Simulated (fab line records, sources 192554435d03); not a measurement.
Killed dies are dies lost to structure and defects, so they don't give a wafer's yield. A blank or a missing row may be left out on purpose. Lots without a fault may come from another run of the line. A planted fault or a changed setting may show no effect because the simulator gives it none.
fab line records | flow n5_finfet
record lots=7 wafers=21 last_day=17
route steps=1938 shown SD_EPI_P@295 BEOL_M4@1111 PASSIVATION@1936
lots that met no fault: from a run of the same line without faults
start_h: hours from the record's first day to the start of the lot's first wafer shown | wait_h: hours since the lot's step before | " the same as in the row above | L1.1+2: a row that stands for several wafers | - no value, or no start given | * or withheld: withheld | < > ~ a bound
route shown NAME@n: a module of which the file shows steps, and the number in the route of the first | usual: mean/standard deviation of fault-free wafers | same: alike in all rows | chamber/n: place in a boat | sites: the reading at each site | _std_site: their standard deviation | _edge_site: outer sites' mean less inner sites' | radius_mm: how far each site lies from the wafer's centre | mask NAME#n: copy n | behind: the tool/chamber that last shaped the wafer | hold: why the lot was held/for how many hours/how that ended | device: the transistor (n, p or np) that didn't switch | end of line: the same wafers' tests at the end of the route | a step without rows: its recipe alone | killed: dies lost to structure and defects at the first sort, not the wafer's yield | map: a wafer's dies, x killed, . not, _ none there
set.NAME: the setting as run; set.NAME@STEP: as run at that earlier step | model.NAME: the simulator's own value behind a step, which no gauge read
lots at some steps of the route; a table a step, a row a wafer
services: from which hour (start_h, from the record's first day; less than 0 if before it) a tool's chamber was out of use, for how many hours, and why
## steps
# step N5_SD_EPI_P_COAT_34
# recipe resist=SOC temp_c=250 time_s=60 spin_rpm=1500 resist_thk_nm=350
# step N5_SD_EPI_P_COAT_35
# recipe resist=SiARC temp_c=220 time_s=60 spin_rpm=1500 resist_thk_nm=35
# step N5_SD_EPI_P_COAT_03
# recipe resist=CAR-ArF-block spin_rpm=1500 resist_thk_nm=150
# step N5_SD_EPI_P_EBR_05
# recipe solvent=PGMEA ebr_width_mm=1.5
# step N5_SD_EPI_P_SOFTBAKE_04
# recipe temp_c=110 time_s=60 resist=CAR-ArF-block
# step N5_SD_EPI_P_EXPOSE_06
# recipe mask_id=SD_P_BLK na=1.35 source_shape=conventional sigma_outer=0.8 polarization=unpolarized target_cd_nm=240 dose_mj=39.5
# step N5_SD_EPI_P_PEB_07
# recipe peb_temp_c=110 peb_time_s=60 resist=CAR-ArF-block
# step N5_SD_EPI_P_DEVELOP_08
# recipe develop_time_s=30 developer=TMAH resist=CAR-ArF-block dev_temp_c=23 rinse_liquid=diw dry=air_spin
# step N5_SD_EPI_P_CD_MEAS_09
# recipe target_cd_nm=240 landing_energy_ev=500 detector=se_inlens
# usual cd_nm=240.1/0.8
# columns lot.wafer tool chamber start_h wait_h cd_nm
L727.1 cd_sem-03 0 54.52 - 240.2
L727.4 " 0 " " 239.9
L727.5 " 0 " " 239.9
L735.1 cd_sem-01 0 105.11 - 240.6
L735.3 " 0 " " 241.2
L735.5 " 0 " " 240.6
L741.1 cd_sem-02 0 140.24 - 241.1
L741.4 " 0 " " 241.2
L741.6 " 0 " " 239.8
L742.3 cd_sem-03 0 150.23 - 241.1
L742.5 " 0 " " 240.3
L742.6 " 0 " " 240.0
L744.2 cd_sem-01 0 158.94 - 238.6
L744.5 " 0 " " 239.2
L744.6 " 0 " " 239.2
L745.1 cd_sem-03 0 161.96 - 240.3
L745.3 " 0 " " 240.5
L745.5 " 0 " " 240.7
L749.1 cd_sem-03 0 188.38 - 241.5
L749.5 " 0 " " 241.7
L749.6 " 0 " " 241.2
# step N5_SD_EPI_P_OVL_MEAS_10
# recipe points_per_wafer=44
# usual SD_P_BLK_OVL=-0.6/0.78
# columns lot.wafer tool chamber start_h wait_h SD_P_BLK_OVL[nm]
L727.1 overlay-02 0 54.55 0.0 -1.5
L727.4 " 0 " " -1.0
L727.5 " 0 " " -1.9
L735.1 overlay-02 0 105.14 0.0 -0.1
L735.3 " 0 " " -0.5
L735.5 " 0 " " -0.8
L741.1 overlay-02 0 140.27 0.0 -1.2
L741.4 " 0 " " -1.8
L741.6 " 0 " " -0.8
L742.3 overlay-01 0 150.26 0.0 -0.7
L742.5 " 0 " " -1.2
L742.6 " 0 " " -1.2
L744.2 overlay-01 0 158.96 0.0 -0.7
L744.5 " 0 " " -1.0
L744.6 " 0 " " -0.8
L745.1 overlay-02 0 161.99 0.0 0.7
L745.3 " 0 " " 0.3
L745.5 " 0 " " -0.2
L749.1 overlay-01 0 188.41 0.0 -0.6
L749.5 " 0 " " -0.5
L749.6 " 0 " " -1.5
# step N5_SD_EPI_P_INSPECT_11
# recipe mode=adi inspect_instrument=macro
# usual raw_defect_count=2.1/1.4
# columns lot.wafer tool chamber start_h wait_h raw_defect_count
L727.1 defect_inspect-02 - 54.57 0.0 2
L727.4 " - " " 0
L727.5 " - " " 2
L735.1 defect_inspect-01 - 105.17 0.0 3
L735.3 " - " " 2
L735.5 " - " " 1
L741.1 defect_inspect-01 - 140.29 0.0 0
L741.4 " - " " 4
L741.6 " - " " 2
L742.3 defect_inspect-01 - 150.28 0.0 2
L742.5 " - " " 1
L742.6 " - " " 0
L744.2 defect_inspect-01 - 158.99 0.0 0
L744.5 " - " " 4
L744.6 " - " " 4
L745.1 defect_inspect-01 - 162.01 0.0 2
L745.3 " - " " 2
L745.5 " - " " 2
L749.1 defect_inspect-01 - 188.43 0.0 1
L749.5 " - " " 4
L749.6 " - " " 2
# step N5_SD_EPI_P_DESCUM_14
# recipe chemistry=O2 time_s=7.9 source_power_w=50 bias_power_w=20 pressure_mtorr=20 rf_frequency_hz=2.712e+07 temp_c=40 resist=CAR-ArF-block o2_flow_sccm=225
# usual chamber_pressure_mTorr=20.002/0.018 drypump_motor_current_A=5.9/0.5 oes_product_au=0.80/0.09 rf_vpp_V=243.0/1.3 showerhead_plenum_p_Torr=2.08/0.067 temp_c=39.99/0.12 throttle_valve_pct=20.37/0.14
# columns lot.wafer tool chamber start_h wait_h chamber_pressure_mTorr drypump_motor_current_A oes_product_au rf_hours_counter_h rf_vpp_V showerhead_plenum_p_Torr temp_c throttle_valve_pct
L727.1 rie_diel-05 3 54.61 0.0 19.992 6.3 0.84 56 244.3 2.04 40.04 20.27
L727.4 " 1 " " 20.004 5.6 0.81 - 243.2 2.03 39.95 20.27
L727.5 " 3 " " 20.006 6.3 0.83 - 243.5 2.04 40.21 20.26
L735.1 rie_diel-04 0 105.20 0.0 20.030 5.4 0.67 224 243.3 2.14 40.01 20.78
L735.3 " 1 " " 20.015 5.3 0.69 221 244.5 2.14 39.65 20.20
L735.5 " 3 " " 19.982 5.5 0.69 - 241.9 2.00 39.78 20.46
L741.1 rie_diel-05 0 140.33 0.0 19.971 5.4 0.72 199 243.4 2.16 40.14 20.31
L741.4 " 3 " " 20.008 6.3 0.81 83 241.9 2.03 39.97 20.31
L741.6 " 3 " " 20.035 6.3 0.81 - 242.6 2.03 39.86 20.30
L742.3 rie_diel-05 1 150.31 0.0 20.010 5.6 0.78 128 242.7 2.02 40.07 20.32
L742.5 " 1 " " 20.026 5.6 0.78 - 242.8 2.02 39.94 20.30
L742.6 " 2 " " 19.983 6.5 0.93 - 242.2 2.06 39.89 20.41
L744.2 rie_diel-05 3 159.32 0.3 20.045 6.4 0.79 91 241.6 2.02 40.02 20.31
L744.5 " 3 " " 19.978 6.4 0.79 - 242.4 2.02 39.99 20.31
L744.6 " 2 " " 20.022 6.5 0.92 - 242.4 2.06 39.95 20.42
L745.1 rie_diel-04 1 162.18 0.2 20.005 5.4 0.69 238 243.3 2.14 39.98 20.22
L745.3 " 0 " " 20.004 5.4 0.67 243 243.9 2.14 40.05 20.84
L745.5 " 3 " " 19.992 5.5 0.97 - 244.5 2.26 40.03 20.15
L749.1 rie_diel-04 1 188.46 0.0 19.999 5.3 0.68 245 245.5 2.14 40.02 20.25
L749.5 " 2 " " 20.010 5.7 0.70 - 245.1 2.16 40.15 20.47
L749.6 " 3 " " 19.998 5.4 0.94 - 245.5 2.26 39.97 20.19
# step N5_SD_EPI_P_ETCH_36
# recipe chemistry=CF4 target=SiARC target_depth_a=455 mask_material=CAR-ArF-block time_s=75.8 ion_energy_ev=80 pressure_mtorr=40 source_w=545 bias_w=36 Ar_flow_sccm=100 cf4_flow_sccm=100 ends=cleared
# usual chamber_pressure_mTorr=40.00/0.033 drypump_motor_current_A=5.9/0.5 etch_rf_on_time_s=76.2/1.6 oes_product_au=0.68/0.075 rf_vpp_V=183.8/1.1 showerhead_plenum_p_Torr=2.13/0.066 throttle_valve_pct=15.56/0.19
# columns lot.wafer tool chamber start_h wait_h chamber_pressure_mTorr drypump_motor_current_A etch_rf_on_time_s oes_product_au rf_hours_counter_h rf_vpp_V showerhead_plenum_p_Torr throttle_valve_pct
L727.1 rie_diel-05 3 54.64 0.0 40.00 6.3 78.1 0.72 56 183.9 2.08 15.39
L727.4 " 1 " " 40.01 5.6 75.1 0.69 - 182.3 2.08 15.43
L727.5 " 3 " " 39.96 6.3 78.3 0.72 - 182.7 2.08 15.39
L735.1 rie_diel-04 0 105.23 0.0 40.04 5.4 76.4 0.57 224 185.8 2.20 16.05
L735.3 " 1 " " 39.96 5.3 76.9 0.59 221 183.6 2.21 15.58
L735.5 " 3 " " 39.99 5.4 76.0 0.59 - 182.9 2.03 15.57
L741.1 rie_diel-05 0 140.36 0.0 40.04 5.4 74.8 0.61 199 183.0 2.21 15.57
L741.4 " 3 " " 40.06 6.4 150.3 0.57 83 183.7 2.07 15.45
L741.6 " 3 " " 39.96 6.3 150.0 0.57 - 184.1 2.07 15.45
L742.3 rie_diel-05 1 150.35 0.0 40.04 5.6 75.4 0.66 128 183.3 2.07 15.49
L742.5 " 1 " " 40.07 5.6 145.0 0.55 - 182.3 2.07 15.49
L742.6 " 2 " " 40.02 6.5 149.5 0.65 - 184.0 2.12 15.53
L744.2 rie_diel-05 3 159.36 0.0 39.97 6.3 76.5 0.69 91 183.4 2.07 15.49
L744.5 " 3 " " 40.04 6.3 151.3 0.56 - 184.2 2.07 15.46
L744.6 " 2 " " 40.02 6.5 145.7 0.65 - 184.7 2.11 15.55
L745.1 rie_diel-04 1 162.22 0.0 39.98 5.3 76.9 0.58 238 184.9 2.20 15.63
L745.3 " 0 " " 40.03 5.4 76.3 0.57 243 184.1 2.19 16.09
L745.5 " 3 " " 40.01 5.5 76.3 0.83 - 186.0 2.28 15.13
L749.1 rie_diel-04 1 188.50 0.0 39.98 5.4 77.1 0.58 245 184.2 2.20 15.63
L749.5 " 2 " " 39.97 5.7 74.2 0.60 - 184.5 2.20 15.68
L749.6 " 3 " " 39.97 5.5 75.0 0.82 - 185.2 2.28 15.14
# step N5_SD_EPI_P_ETCH_37
# recipe chemistry=N2/H2 target=SOC overetch_a=1080 mask_material=SiARC temp_c=40 ion_energy_ev=100 source_w=3000 bias_w=133 pressure_mtorr=20 time_s=486 n2_flow_sccm=200 h2_flow_sccm=200 ends=end_point
# usual chamber_pressure_mTorr=20.000/0.019 drypump_motor_current_A=5.9/0.5 n2_flow_sccm=200.0/0.66 oes_product_au=0.72/0.079 rf_vpp_V=240.4/1.4 showerhead_plenum_p_Torr=2.52/0.082 temp_c=40.01/0.11 throttle_valve_pct=23.83/0.28
# columns lot.wafer tool chamber start_h wait_h chamber_pressure_mTorr drypump_motor_current_A n2_flow_sccm oes_product_au rf_hours_counter_h rf_vpp_V showerhead_plenum_p_Torr temp_c throttle_valve_pct
L727.1 rie_diel-05 3 54.70 0.0 20.013 6.3 199.8 0.76 56 240.5 2.47 40.24 23.83
L727.4 " 1 " " 19.996 5.6 200.5 0.72 - 238.7 2.46 40.05 23.62
L727.5 " 3 " " 20.012 6.4 199.7 0.77 - 238.9 2.47 40.19 23.83
L735.1 rie_diel-04 0 105.29 0.0 20.025 5.4 199.7 0.61 224 240.5 2.61 40.11 24.41
L735.3 " 1 " " 20.025 5.3 199.1 0.63 221 241.9 2.62 40.03 23.97
L735.5 " 3 " " 20.003 5.5 200.9 0.62 - 237.1 2.38 39.92 23.35
L741.1 rie_diel-05 0 140.42 0.0 19.994 5.4 199.3 0.63 199 242.6 2.63 39.94 24.10
L741.4 " 3 " " 19.965 6.3 198.8 0.74 83 238.9 2.46 40.10 23.88
L741.6 " 3 " " 20.005 6.4 199.9 0.74 - 238.2 2.46 39.95 23.87
L742.3 rie_diel-05 1 150.40 0.0 19.990 5.6 199.8 0.70 128 238.9 2.44 39.97 23.65
L742.5 " 1 " " 19.978 5.6 200.5 0.69 - 238.8 2.44 40.04 23.66
L742.6 " 2 " " 19.990 6.5 199.8 0.83 - 241.3 2.49 40.07 23.55
L744.2 rie_diel-05 3 159.41 0.0 19.975 6.4 199.5 0.73 91 239.7 2.45 39.92 23.90
L744.5 " 3 " " 19.989 6.4 199.1 0.72 - 240.3 2.45 39.95 23.87
L744.6 " 2 " " 19.984 6.5 200.0 0.83 - 239.1 2.49 39.82 23.55
L745.1 rie_diel-04 1 162.28 0.0 20.023 5.3 201.4 0.62 238 241.6 2.62 40.07 23.99
L745.3 " 0 " " 19.990 5.4 200.4 0.60 243 241.4 2.60 40.12 24.41
L745.5 " 3 " " 20.002 5.5 198.2 0.87 - 243.7 2.69 40.07 23.14
L749.1 rie_diel-04 1 188.56 0.0 20.014 5.4 199.8 0.61 245 240.0 2.61 40.14 24.00
L749.5 " 2 " " 20.052 5.7 199.5 0.62 - 240.8 2.60 40.04 23.70
L749.6 " 3 " " 20.017 5.5 199.6 0.85 - 242.7 2.69 40.01 23.15
# step N5_BEOL_M4_RC_MEAS_101
# usual DIBL_N=36.0/1.7 DIBL_P=36.0/2 IOFF_N=0.156/0.028 IOFF_P=0.21/0.04 ION_N=673/12 ION_P=463/8.3 SS_N=71.4/0.6 SS_P=73.3/0.66 VT_N=250/3 VT_P=-250/3.8
# columns lot.wafer tool chamber start_h wait_h DIBL_N[mV/V] DIBL_P[mV/V] IOFF_N[nA/um] IOFF_P[nA/um] ION_N[uA/um] ION_P[uA/um] SS_N[mV/dec] SS_P[mV/dec] VT_N[mV] VT_P[mV]
L727.1 prober-01 0 165.37 0.0 36.6 36.3 0.169 0.20 665 462 72.6 73.6 248 -251
L727.4 " 0 " " 36.5 36.8 0.171 0.21 666 457 72.2 73.2 250 -249
L727.5 " 0 " " 35.7 35.4 0.155 0.19 682 461 71.5 73.3 250 -250
L735.1 prober-02 0 207.88 0.0 37.3 35.2 0.166 0.20 661 455 72.5 73.8 252 -251
L735.3 " 0 " " 36.4 35.3 0.167 0.21 680 473 71.4 74.1 249 -250
L735.5 " 0 " " 36.3 35.7 0.160 0.22 676 468 70.8 74.0 251 -248
L741.1 prober-01 0 244.96 0.0 36.6 36.7 0.176 0.22 683 466 71.8 72.6 246 -251
L741.4 " 0 " " 35.9 35.5 0.157 0.21 675 461 70.7 72.9 250 -250
L741.6 " 0 " " 35.3 34.6 0.143 0.19 662 451 71.7 72.9 252 -252
L742.3 prober-02 0 254.33 0.3 33.7 33.7 0.131 0.16 664 451 70.9 73.4 251 -256
L742.5 " 0 " " 34.3 34.9 0.139 0.17 663 460 71.5 73.0 253 -254
L742.6 " 0 " " 35.4 35.7 0.154 0.18 677 458 72.2 73.6 248 -253
L744.2 prober-02 0 274.30 0.2 36.8 36.6 0.163 0.23 694 475 71.6 72.9 247 -247
L744.5 " 0 " " 38.2 37.5 0.184 0.24 700 476 72.0 73.9 248 -245
L744.6 " 0 " " 38.3 37.1 0.164 0.23 673 463 72.0 73.0 250 -249
L745.1 prober-01 0 275.71 0.0 35.7 36.7 0.141 0.18 662 453 72.3 73.5 254 -254
L745.3 " 0 " " 35.4 36.5 0.145 0.18 663 449 71.9 73.8 252 -253
L745.5 " 0 " " 37.9 38.8 0.180 0.21 670 445 72.7 74.4 251 -254
L749.1 prober-01 0 298.51 0.0 33.8 32.2 0.107 0.14 638 443 71.5 72.4 257 -259
L749.5 " 0 " " 33.1 31.8 0.107 0.13 661 452 71.0 71.8 255 -258
L749.6 " 0 " " 36.6 36.4 0.147 0.18 663 455 71.3 73.4 253 -255
# step N5_PASSIVATION_PROBE_49
# usual defect_limited_yield=91.6/1.6 killed_at_M0_to_M3=31/10 killed_at_M4_up=14/6.3 killed_at_contacts=12/6.1 killed_at_front_end=39/12 killed_at_other=3.7/2.8 killed_dies=100/19 killed_open=66/14 killed_short=33/8.1 sort_bin_5_function=5.0/1.1 sort_bin_6_memory=3.2/0.66 sort_bin_8_speed=0.01/0.077 sort_n_pass=1080/18 sort_yield_pct=91.6/1.6
# same gross_dies=1180 killed_at_back_side=0 sort_bin_4_leakage[%]=0
# columns lot.wafer tool chamber start_h wait_h defect_limited_yield[%] killed_at_M0_to_M3 killed_at_M4_up killed_at_contacts killed_at_front_end killed_at_other killed_dies killed_open killed_short sort_bin_5_function[%] sort_bin_6_memory[%] sort_bin_8_speed[%] sort_n_pass sort_yield_pct[%]
L745.1 prober-01 - 382.68 0.0 90.4 27 6 11 66 3 113 78 35 5.6 3.7 0 1067 90.4
L745.3 prober-01 - 382.78 0.1 92.3 30 13 14 32 2 91 59 30 4.2 3.1 0 1089 92.3
L745.5 prober-01 - 382.88 0.2 92.5 29 7 10 38 4 88 53 35 4.4 2.5 0 1092 92.5
# killed by level:class
L745.1 STI_FIN_REVEAL:geometric_particle:open=19 FIN_SAQP:geometric_particle:open=18 MOL_CONTACT_COAG:geometric_particle:open=9 BEOL_M0_SAQP:geometric_particle:short=9 STI_FIN_REVEAL:geometric_particle:short=6 BEOL_M3:geometric_particle:open=6 BEOL_M2:geometric_particle:open=5 GATE_CUT:geometric_particle:open=4
L745.3 MOL_CONTACT_COAG:geometric_particle:open=11 BEOL_M0_SAQP:geometric_particle:short=7 BEOL_M2:geometric_particle:open=6 BEOL_M4:geometric_particle:open=6 FIN_SAQP:geometric_particle:open=5 BEOL_M1:geometric_particle:open=5 BEOL_M3:geometric_particle:open=5 STARTING-WAFER:geometric_particle:short=5
L745.5 BEOL_M3:geometric_particle:open=12 FIN_SAQP:geometric_particle:short=8 FIN_SAQP:geometric_particle:open=6 MOL_CONTACT_COAG:geometric_particle:open=6 BEOL_M2:geometric_particle:open=6 STI_FIN_REVEAL:geometric_particle:open=5 DUMMY_GATE:geometric_particle:open=5 ILD0:geometric_particle:short=5
## services
# columns tool chamber start_h hours kind
rie_diel-05 2 46.82 - clean
rie_diel-05 2 46.82 - consumable_replace:focus_ring
rie_diel-05 2 46.82 21.5 scheduled_down
rie_diel-05 2 46.82 21.5 vent_cycle
rie_diel-05 1 55.66 1.7 repair
rie_diel-05 - 77.98 2.8 pm
rie_diel-04 3 136.00 - clean
rie_diel-04 3 136.00 - consumable_replace:focus_ring
rie_diel-04 3 136.00 - consumable_replace:showerhead
rie_diel-04 3 136.00 14.5 scheduled_down
rie_diel-04 3 136.00 14.5 vent_cycle
rie_diel-04 1 142.41 4.1 repair
rie_diel-05 0 149.93 9.9 repair
rie_diel-04 0 184.42 - clean
rie_diel-04 0 184.42 - consumable_replace:esc
rie_diel-04 0 184.42 - consumable_replace:focus_ring
rie_diel-04 0 184.42 36.4 scheduled_down
rie_diel-04 0 184.42 36.4 vent_cycle
## key
first_sign step=N5_SD_EPI_P_ETCH_36 reading=etch_rf_on_time_s direction=up sigmas=44 usual=* struck=*
effect none on later readings
met_at N5_SD_EPI_P_ETCH_36
struck_wafers L741.4,L741.6,L742.5,L742.6,L744.5,L744.6
onset_between 54.64 140.36
fault kind=process_parameter_drift tool=rie_diel-05 chamber=- onset_h=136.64 steps=N5_SD_EPI_P_ETCH_36 channel=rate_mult offset=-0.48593 shape=step end_h=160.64 scope=struck_wafers_only
